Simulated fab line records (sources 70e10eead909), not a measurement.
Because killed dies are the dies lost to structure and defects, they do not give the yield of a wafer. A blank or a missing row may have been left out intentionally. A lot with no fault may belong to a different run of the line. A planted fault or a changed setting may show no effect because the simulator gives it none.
The tool behind it: which one? / flow nand-harc / 24 lots, 72 wafers sampled, at 5 steps of a route of 1302

## WHAT EACH GAUGE READ, for each wafer
NHARC_P_CONTACT_INSPECT_27.
lot=L075; measured=day 6 15:53; on=defect-inspect-02; raw-defect-count=343 339 276
lot=L074; measured=day 6 17:04; on=defect-inspect-02; raw-defect-count=276 243 262
lot=L077; measured=day 7 08:39; on=defect-inspect-02; raw-defect-count=235 235 203
lot=L076; measured=day 7 09:47; on=defect-inspect-01; raw-defect-count=384 168 344
lot=L078; measured=day 7 22:17; on=defect-inspect-02; raw-defect-count=417 442 344
lot=L079; measured=day 8 12:45; on=defect-inspect-02; raw-defect-count=227 219 322
lot=L080; measured=day 8 14:14; on=defect-inspect-02; raw-defect-count=340 346 279
lot=L081; measured=day 8 20:47; on=defect-inspect-02; raw-defect-count=407 229 212
lot=L082; measured=day 9 10:17; on=defect-inspect-01; raw-defect-count=310 526 638
lot=L083; measured=day 9 14:49; on=defect-inspect-01; raw-defect-count=632 722 393
lot=L084; measured=day 10 09:46; on=defect-inspect-01; raw-defect-count=358 671 371
lot=L085; measured=day 10 15:29; on=defect-inspect-02; raw-defect-count=720 476 558
lot=L086; measured=day 10 23:22; on=defect-inspect-02; raw-defect-count=215 335 242
lot=L087; measured=day 11 08:46; on=defect-inspect-02; raw-defect-count=262 215 409
lot=L088; measured=day 12 01:37; on=defect-inspect-02; raw-defect-count=232 276 423
lot=L089; measured=day 12 07:49; on=defect-inspect-02; raw-defect-count=255 491 451
lot=L090; measured=day 13 00:20; on=defect-inspect-02; raw-defect-count=263 238 277
lot=L091; measured=day 13 08:15; on=defect-inspect-02; raw-defect-count=137 167 289
lot=L092; measured=day 13 14:16; on=defect-inspect-02; raw-defect-count=219 258 418
lot=L093; measured=day 13 23:07; on=defect-inspect-02; raw-defect-count=288 218 274
lot=L094; measured=day 14 04:46; on=defect-inspect-02; raw-defect-count=105 229 266
lot=L095; measured=day 14 16:19; on=defect-inspect-02; raw-defect-count=475 366 386
lot=L096; measured=day 15 06:17; on=defect-inspect-01; raw-defect-count=253 251 288
lot=L097; measured=day 15 21:01; on=defect-inspect-02; raw-defect-count=219 197 232

NHARC_P_M0_INSPECT_11.
lot=L075; measured=day 6 16:55; on=defect-inspect-01; raw-defect-count=9 2 5
lot=L074; measured=day 6 18:05; on=defect-inspect-02; raw-defect-count=2 4 4
lot=L077; measured=day 7 10:48; on=defect-inspect-01; raw-defect-count=2 5 4
lot=L076; measured=day 7 10:50; on=defect-inspect-02; raw-defect-count=4 1 2
lot=L078; measured=day 7 23:33; on=defect-inspect-01; raw-defect-count=6 7 9
lot=L079; measured=day 8 13:47; on=defect-inspect-02; raw-defect-count=3 2 4
lot=L080; measured=day 8 15:16; on=defect-inspect-01; raw-defect-count=12 3 8
lot=L081; measured=day 8 21:41; on=defect-inspect-02; raw-defect-count=3 4 2
lot=L082; measured=day 9 11:19; on=defect-inspect-02; raw-defect-count=4 4 6
lot=L083; measured=day 9 15:51; on=defect-inspect-02; raw-defect-count=5 6 5
lot=L084; measured=day 10 10:40; on=defect-inspect-01; raw-defect-count=2 3 0
lot=L085; measured=day 10 16:26; on=defect-inspect-02; raw-defect-count=3 3 4
lot=L086; measured=day 11 00:23; on=defect-inspect-01; raw-defect-count=4 4 4
lot=L087; measured=day 11 09:48; on=defect-inspect-01; raw-defect-count=6 4 3
lot=L088; measured=day 12 02:38; on=defect-inspect-02; raw-defect-count=3 4 6
lot=L089; measured=day 12 08:43; on=defect-inspect-02; raw-defect-count=1 2 3
lot=L090; measured=day 13 01:14; on=defect-inspect-02; raw-defect-count=12 11 6
lot=L091; measured=day 13 09:16; on=defect-inspect-01; raw-defect-count=1 6 2
lot=L092; measured=day 13 15:17; on=defect-inspect-02; raw-defect-count=4 3 2
lot=L093; measured=day 14 00:08; on=defect-inspect-01; raw-defect-count=9 10 12
lot=L094; measured=day 14 05:40; on=defect-inspect-02; raw-defect-count=2 3 6
lot=L095; measured=day 14 17:20; on=defect-inspect-02; raw-defect-count=2 1 0
lot=L096; measured=day 15 07:18; on=defect-inspect-01; raw-defect-count=5 1 7
lot=L097; measured=day 15 22:03; on=defect-inspect-01; raw-defect-count=2 1 6

## EACH LOT AND THE TOOL THAT RAN IT (in order: tool; ch and the chambers of the sampled wafers; start)
lot=L075; NHARC_P_GATE_RTA_64=rtp-anneal-01 ch 0, day 6 09:46; NHARC_P_CONTACT_CMP_01=cmp-03 ch 0,2,3, day 6 11:50; NHARC_P_CONTACT_ALD_22=ald-metal-01 ch 0,2,3, day 6 14:39
lot=L074; NHARC_P_GATE_RTA_64=rtp-anneal-02 ch 0, day 6 11:04; NHARC_P_CONTACT_CMP_01=cmp-01 ch 1,2,3, day 6 13:06; NHARC_P_CONTACT_ALD_22=ald-metal-03 ch 0,1,3, day 6 15:50
lot=L077; NHARC_P_GATE_RTA_64=rtp-anneal-01 ch 0, day 7 02:25; NHARC_P_CONTACT_CMP_01=cmp-01 ch 0,1,3, day 7 04:32; NHARC_P_CONTACT_ALD_22=ald-metal-01 ch 0,1,2, day 7 07:22
lot=L076; NHARC_P_GATE_RTA_64=rtp-anneal-02 ch 0, day 7 02:45; NHARC_P_CONTACT_CMP_01=cmp-03 ch 0,2,3, day 7 05:03; NHARC_P_CONTACT_ALD_22=ald-metal-03 ch 1,3, day 7 08:31
lot=L078; NHARC_P_GATE_RTA_64=rtp-anneal-02 ch 0, day 7 16:07; NHARC_P_CONTACT_CMP_01=cmp-01 ch 0,1,3, day 7 18:11; NHARC_P_CONTACT_ALD_22=ald-metal-02 ch 0,3, day 7 21:01
lot=L079; NHARC_P_GATE_RTA_64=rtp-anneal-02 ch 0, day 8 06:48; NHARC_P_CONTACT_CMP_01=cmp-01 ch 0,1,2, day 8 08:47; NHARC_P_CONTACT_ALD_22=ald-metal-03 ch 1,2,3, day 8 11:33
lot=L080; NHARC_P_GATE_RTA_64=rtp-anneal-02 ch 0, day 8 08:12; NHARC_P_CONTACT_CMP_01=cmp-04 ch 0,3, day 8 10:08; NHARC_P_CONTACT_ALD_22=ald-metal-02 ch 0,3, day 8 12:59
lot=L081; NHARC_P_GATE_RTA_64=rtp-anneal-01 ch 0, day 8 14:40; NHARC_P_CONTACT_CMP_01=cmp-04 ch 0,2, day 8 16:44; NHARC_P_CONTACT_ALD_22=ald-metal-01 ch 1,3, day 8 19:33
lot=L082; NHARC_P_GATE_RTA_64=rtp-anneal-02 ch 0, day 9 04:03; NHARC_P_CONTACT_CMP_01=cmp-04 ch 0,2, day 9 06:11; NHARC_P_CONTACT_ALD_22=ald-metal-02 ch 0,2, day 9 09:02
lot=L083; NHARC_P_GATE_RTA_64=rtp-anneal-01 ch 0, day 9 08:48; NHARC_P_CONTACT_CMP_01=cmp-04 ch 0,2,3, day 9 10:53; NHARC_P_CONTACT_ALD_22=ald-metal-01 ch 1,2, day 9 13:34
lot=L084; NHARC_P_GATE_RTA_64=rtp-anneal-01 ch 0, day 10 03:43; NHARC_P_CONTACT_CMP_01=cmp-03 ch 0,1,3, day 10 05:46; NHARC_P_CONTACT_ALD_22=ald-metal-01 ch 0,1, day 10 08:28
lot=L085; NHARC_P_GATE_RTA_64=rtp-anneal-01 ch 0, day 10 09:15; NHARC_P_CONTACT_CMP_01=cmp-01 ch 1,3, day 10 11:19; NHARC_P_CONTACT_ALD_22=ald-metal-01 ch 0,1, day 10 14:10
lot=L086; NHARC_P_GATE_RTA_64=rtp-anneal-01 ch 0, day 10 17:19; NHARC_P_CONTACT_CMP_01=cmp-01 ch 0,1,3, day 10 19:25; NHARC_P_CONTACT_ALD_22=ald-metal-01 ch 0,3, day 10 22:08
lot=L087; NHARC_P_GATE_RTA_64=rtp-anneal-01 ch 0, day 11 02:25; NHARC_P_CONTACT_CMP_01=cmp-04 ch 1,2, day 11 04:41; NHARC_P_CONTACT_ALD_22=ald-metal-02 ch 0,1,3, day 11 07:32
lot=L088; NHARC_P_GATE_RTA_64=rtp-anneal-02 ch 0, day 11 19:29; NHARC_P_CONTACT_CMP_01=cmp-01 ch 0,1,2, day 11 21:32; NHARC_P_CONTACT_ALD_22=ald-metal-01 ch 0,1,2, day 12 00:22
lot=L089; NHARC_P_GATE_RTA_64=rtp-anneal-02 ch 0, day 12 01:26; NHARC_P_CONTACT_CMP_01=cmp-03 ch 0,3, day 12 03:25; NHARC_P_CONTACT_ALD_22=ald-metal-01 ch 1,2,3, day 12 06:19
lot=L090; NHARC_P_GATE_RTA_64=rtp-anneal-01 ch 0, day 12 17:49; NHARC_P_CONTACT_CMP_01=cmp-03 ch 0,2, day 12 19:50; NHARC_P_CONTACT_ALD_22=ald-metal-01 ch 0,2, day 12 23:04
lot=L091; NHARC_P_GATE_RTA_64=rtp-anneal-01 ch 0, day 13 02:04; NHARC_P_CONTACT_CMP_01=cmp-04 ch 1,2, day 13 04:07; NHARC_P_CONTACT_ALD_22=ald-metal-03 ch 0,1, day 13 07:01
lot=L092; NHARC_P_GATE_RTA_64=rtp-anneal-01 ch 0, day 13 08:10; NHARC_P_CONTACT_CMP_01=cmp-01 ch 0,2, day 13 10:10; NHARC_P_CONTACT_ALD_22=ald-metal-03 ch 1,2,3, day 13 13:01
lot=L093; NHARC_P_GATE_RTA_64=rtp-anneal-01 ch 0, day 13 16:29; NHARC_P_CONTACT_CMP_01=cmp-03 ch 1,3, day 13 18:49; NHARC_P_CONTACT_ALD_22=ald-metal-01 ch 1,2, day 13 21:49
lot=L094; NHARC_P_GATE_RTA_64=rtp-anneal-01 ch 0, day 13 22:30; NHARC_P_CONTACT_CMP_01=cmp-01 ch 0,1,3, day 14 00:32; NHARC_P_CONTACT_ALD_22=ald-metal-02 ch 2,3, day 14 03:31
lot=L095; NHARC_P_GATE_RTA_64=rtp-anneal-02 ch 0, day 14 10:10; NHARC_P_CONTACT_CMP_01=cmp-03 ch 1,2,3, day 14 12:13; NHARC_P_CONTACT_ALD_22=ald-metal-01 ch 0,1,3, day 14 15:01
lot=L096; NHARC_P_GATE_RTA_64=rtp-anneal-01 ch 0, day 14 23:31; NHARC_P_CONTACT_CMP_01=cmp-03 ch 0,3, day 15 01:33; NHARC_P_CONTACT_ALD_22=ald-metal-02 ch 2,3, day 15 04:24
lot=L097; NHARC_P_GATE_RTA_64=rtp-anneal-02 ch 0, day 15 14:47; NHARC_P_CONTACT_CMP_01=cmp-04 ch 1,2, day 15 16:54; NHARC_P_CONTACT_ALD_22=ald-metal-02 ch 1,3, day 15 19:47
- NHARC_P_GATE_RTA_64: time 1 s.
- NHARC_P_CONTACT_CMP_01: polishes SiO2, target thk 200 nm.
- NHARC_P_CONTACT_ALD_22: deposits TiN, target thk 3 nm, pulse time 1 s, ald cycles 150.

## AS READ BY THE TOOLS THEMSELVES (means over the sampled wafers that have a number; for cases with no such wafer, the mark the record gives instead)
NHARC_P_GATE_RTA_64.
lot=L075; tool=rtp-anneal-01; anneal-temp-c-max=1054.9; lamp-power-pct (%)=34.36; lamp_zone_1_pct (%)=34.41; wafer_temp_C_max=1057.4
lot=L074; tool=rtp-anneal-02; anneal-temp-c-max=1054.3; lamp-power-pct (%)=34.19; lamp_zone_1_pct (%)=34.23; wafer_temp_C_max=1055.2
lot=L077; tool=rtp-anneal-01; anneal-temp-c-max=1055.2; lamp-power-pct (%)=34.37; lamp_zone_1_pct (%)=34.40; wafer_temp_C_max=1056.7
lot=L076; tool=rtp-anneal-02; anneal-temp-c-max=1053.9; lamp-power-pct (%)=34.17; lamp_zone_1_pct (%)=34.18; wafer_temp_C_max=1055.3
lot=L078; tool=rtp-anneal-02; anneal-temp-c-max=1053.7; lamp-power-pct (%)=34.21; lamp_zone_1_pct (%)=34.21; wafer_temp_C_max=1056.3
lot=L079; tool=rtp-anneal-02; anneal-temp-c-max=1053.6; lamp-power-pct (%)=34.20; lamp_zone_1_pct (%)=34.19; wafer_temp_C_max=1056.5
lot=L080; tool=rtp-anneal-02; anneal-temp-c-max=1053.4; lamp-power-pct (%)=34.17; lamp_zone_1_pct (%)=34.15; wafer_temp_C_max=1056.0
lot=L081; tool=rtp-anneal-01; anneal-temp-c-max=1054.2; lamp-power-pct (%)=34.36; lamp_zone_1_pct (%)=34.37; wafer_temp_C_max=1057.0
lot=L082; tool=rtp-anneal-02; anneal-temp-c-max=1053.3; lamp-power-pct (%)=34.18; lamp_zone_1_pct (%)=34.21; wafer_temp_C_max=1055.7
lot=L083; tool=rtp-anneal-01; anneal-temp-c-max=1054.7; lamp-power-pct (%)=34.34; lamp_zone_1_pct (%)=34.34; wafer_temp_C_max=1056.8
lot=L084; tool=rtp-anneal-01; anneal-temp-c-max=1055.3; lamp-power-pct (%)=34.36; lamp_zone_1_pct (%)=34.39; wafer_temp_C_max=1057.3
lot=L085; tool=rtp-anneal-01; anneal-temp-c-max=1054.5; lamp-power-pct (%)=34.43; lamp_zone_1_pct (%)=34.39; wafer_temp_C_max=1056.8
lot=L086; tool=rtp-anneal-01; anneal-temp-c-max=1055.8; lamp-power-pct (%)=34.37; lamp_zone_1_pct (%)=34.40; wafer_temp_C_max=1055.9
lot=L087; tool=rtp-anneal-01; anneal-temp-c-max=1054.6; lamp-power-pct (%)=34.38; lamp_zone_1_pct (%)=34.39; wafer_temp_C_max=1057.9
lot=L088; tool=rtp-anneal-02; anneal-temp-c-max=1052.8; lamp-power-pct (%)=34.19; lamp_zone_1_pct (%)=34.17; wafer_temp_C_max=1055.4
lot=L089; tool=rtp-anneal-02; anneal-temp-c-max=1053.4; lamp-power-pct (%)=34.20; lamp_zone_1_pct (%)=34.20; wafer_temp_C_max=1055.5
lot=L090; tool=rtp-anneal-01; anneal-temp-c-max=1054.9; lamp-power-pct (%)=34.38; lamp_zone_1_pct (%)=34.38; wafer_temp_C_max=1057.9
lot=L091; tool=rtp-anneal-01; anneal-temp-c-max=1055.2; lamp-power-pct (%)=34.39; lamp_zone_1_pct (%)=34.33; wafer_temp_C_max=1056.3
lot=L092; tool=rtp-anneal-01; anneal-temp-c-max=1055.2; lamp-power-pct (%)=34.39; lamp_zone_1_pct (%)=34.38; wafer_temp_C_max=1058.4
lot=L093; tool=rtp-anneal-01; anneal-temp-c-max=1055.7; lamp-power-pct (%)=34.42; lamp_zone_1_pct (%)=34.38; wafer_temp_C_max=1056.0
lot=L094; tool=rtp-anneal-01; anneal-temp-c-max=1054.7; lamp-power-pct (%)=34.40; lamp_zone_1_pct (%)=34.34; wafer_temp_C_max=1056.5
lot=L095; tool=rtp-anneal-02; anneal-temp-c-max=1054.1; lamp-power-pct (%)=34.21; lamp_zone_1_pct (%)=34.17; wafer_temp_C_max=1055.5
lot=L096; tool=rtp-anneal-01; anneal-temp-c-max=1055.5; lamp-power-pct (%)=34.41; lamp_zone_1_pct (%)=34.38; wafer_temp_C_max=1055.8
lot=L097; tool=rtp-anneal-02; anneal-temp-c-max=1053.4; lamp-power-pct (%)=34.15; lamp_zone_1_pct (%)=34.17; wafer_temp_C_max=1056.3

NHARC_P_CONTACT_CMP_01.
lot=L075; tool=cmp-03; motor-current-A (A)=11.2; slurry-filter-dp-kPa (kPa)=13.46
lot=L074; tool=cmp-01; motor-current-A (A)=13.3; slurry-filter-dp-kPa (kPa)=13.49
lot=L077; tool=cmp-01; motor-current-A (A)=12.2; slurry-filter-dp-kPa (kPa)=13.56
lot=L076; tool=cmp-03; motor-current-A (A)=11.7; slurry-filter-dp-kPa (kPa)=13.57
lot=L078; tool=cmp-01; motor-current-A (A)=12.3; slurry-filter-dp-kPa (kPa)=13.52
lot=L079; tool=cmp-01; motor-current-A (A)=12.5; slurry-filter-dp-kPa (kPa)=13.47
lot=L080; tool=cmp-04; motor-current-A (A)=11.5; slurry-filter-dp-kPa (kPa)=13.55
lot=L081; tool=cmp-04; motor-current-A (A)=11.8; slurry-filter-dp-kPa (kPa)=13.56
lot=L082; tool=cmp-04; motor-current-A (A)=11.6; slurry-filter-dp-kPa (kPa)=13.66
lot=L083; tool=cmp-04; motor-current-A (A)=11.8; slurry-filter-dp-kPa (kPa)=13.63
lot=L084; tool=cmp-03; motor-current-A (A)=11.7; slurry-filter-dp-kPa (kPa)=13.39
lot=L085; tool=cmp-01; motor-current-A (A)=12.6; slurry-filter-dp-kPa (kPa)=13.50
lot=L086; tool=cmp-01; motor-current-A (A)=12.5; slurry-filter-dp-kPa (kPa)=13.48
lot=L087; tool=cmp-04; motor-current-A (A)=11.2; slurry-filter-dp-kPa (kPa)=13.44
lot=L088; tool=cmp-01; motor-current-A (A)=12.5; slurry-filter-dp-kPa (kPa)=13.49
lot=L089; tool=cmp-03; motor-current-A (A)=11.5; slurry-filter-dp-kPa (kPa)=13.53
lot=L090; tool=cmp-03; motor-current-A (A)=11.1; slurry-filter-dp-kPa (kPa)=13.61
lot=L091; tool=cmp-04; motor-current-A (A)=11.3; slurry-filter-dp-kPa (kPa)=13.51
lot=L092; tool=cmp-01; motor-current-A (A)=12.8; slurry-filter-dp-kPa (kPa)=13.41
lot=L093; tool=cmp-03; motor-current-A (A)=11.7; slurry-filter-dp-kPa (kPa)=13.39
lot=L094; tool=cmp-01; motor-current-A (A)=12.3; slurry-filter-dp-kPa (kPa)=13.49
lot=L095; tool=cmp-03; motor-current-A (A)=11.0; slurry-filter-dp-kPa (kPa)=13.47
lot=L096; tool=cmp-03; motor-current-A (A)=11.7; slurry-filter-dp-kPa (kPa)=13.37
lot=L097; tool=cmp-04; motor-current-A (A)=11.4; slurry-filter-dp-kPa (kPa)=13.49

NHARC_P_CONTACT_ALD_22.
lot=L075; tool=ald-metal-01; heater-power-outer-w (W)=696; heater-power-w (W)=1095; precursor-pulse-height-rel=1.005
lot=L074; tool=ald-metal-03; heater-power-outer-w (W)=670; heater-power-w (W)=1058; precursor-pulse-height-rel=0.993
lot=L077; tool=ald-metal-01; heater-power-outer-w (W)=772; heater-power-w (W)=1119; precursor-pulse-height-rel=1.006
lot=L076; tool=ald-metal-03; heater-power-outer-w (W)=664; heater-power-w (W)=1091; precursor-pulse-height-rel=1.000
lot=L078; tool=ald-metal-02; heater-power-outer-w (W)=641; heater-power-w (W)=1037; precursor-pulse-height-rel=1.018
lot=L079; tool=ald-metal-03; heater-power-outer-w (W)=728; heater-power-w (W)=1142; precursor-pulse-height-rel=0.997
lot=L080; tool=ald-metal-02; heater-power-outer-w (W)=647; heater-power-w (W)=1039; precursor-pulse-height-rel=1.019
lot=L081; tool=ald-metal-01; heater-power-outer-w (W)=782; heater-power-w (W)=1211; precursor-pulse-height-rel=0.997
lot=L082; tool=ald-metal-02; heater-power-outer-w (W)=649; heater-power-w (W)=1069; precursor-pulse-height-rel=0.999
lot=L083; tool=ald-metal-01; heater-power-outer-w (W)=843; heater-power-w (W)=1208; precursor-pulse-height-rel=0.992
lot=L084; tool=ald-metal-01; heater-power-outer-w (W)=722; heater-power-w (W)=1088; precursor-pulse-height-rel=0.984
lot=L085; tool=ald-metal-01; heater-power-outer-w (W)=729; heater-power-w (W)=1119; precursor-pulse-height-rel=0.992
lot=L086; tool=ald-metal-01; heater-power-outer-w (W)=671; heater-power-w (W)=1092; precursor-pulse-height-rel=0.989
lot=L087; tool=ald-metal-02; heater-power-outer-w (W)=647; heater-power-w (W)=1036; precursor-pulse-height-rel=0.980
lot=L088; tool=ald-metal-01; heater-power-outer-w (W)=750; heater-power-w (W)=1134; precursor-pulse-height-rel=1.002
lot=L089; tool=ald-metal-01; heater-power-outer-w (W)=802; heater-power-w (W)=1204; precursor-pulse-height-rel=1.006
lot=L090; tool=ald-metal-01; heater-power-outer-w (W)=686; heater-power-w (W)=1081; precursor-pulse-height-rel=1.002
lot=L091; tool=ald-metal-03; heater-power-outer-w (W)=679; heater-power-w (W)=1083; precursor-pulse-height-rel=1.009
lot=L092; tool=ald-metal-03; heater-power-outer-w (W)=727; heater-power-w (W)=1154; precursor-pulse-height-rel=1.017
lot=L093; tool=ald-metal-01; heater-power-outer-w (W)=856; heater-power-w (W)=1216; precursor-pulse-height-rel=0.989
lot=L094; tool=ald-metal-02; heater-power-outer-w (W)=684; heater-power-w (W)=1096; precursor-pulse-height-rel=0.985
lot=L095; tool=ald-metal-01; heater-power-outer-w (W)=764; heater-power-w (W)=1192; precursor-pulse-height-rel=0.980
lot=L096; tool=ald-metal-02; heater-power-outer-w (W)=717; heater-power-w (W)=1120; precursor-pulse-height-rel=1.006
lot=L097; tool=ald-metal-02; heater-power-outer-w (W)=672; heater-power-w (W)=1016; precursor-pulse-height-rel=0.998

## THE ANSWER, worked out from the rows above alone
Rule: what is usual is taken from the lots themselves. Put in order of their means at a reading, lots are off if they are a third of the lots or fewer, leave a main group of 4 or more, and stand apart from it by a gap of 3 or more times the standard deviation of the main group's means; of several such gaps the widest counts. The tables above print the reading to a certain number of digits; a main group whose means all agree to those digits is not used. A lot without any number at a reading at which 4 lots or more have one is off too. All remaining lots with rows at the step are treated as sound. Order of review: gauges by route order, followed by the tools' own readings, for which a lot's mean as printed above is used. The first step at which some lot is off is used, and at that step the reading that is off furthest; a lot without a number counts as furthest.
Nothing can be told from this: no lot is off at any reading shown.

## WHAT HAD BEEN PUT IN BY THE SIMULATOR
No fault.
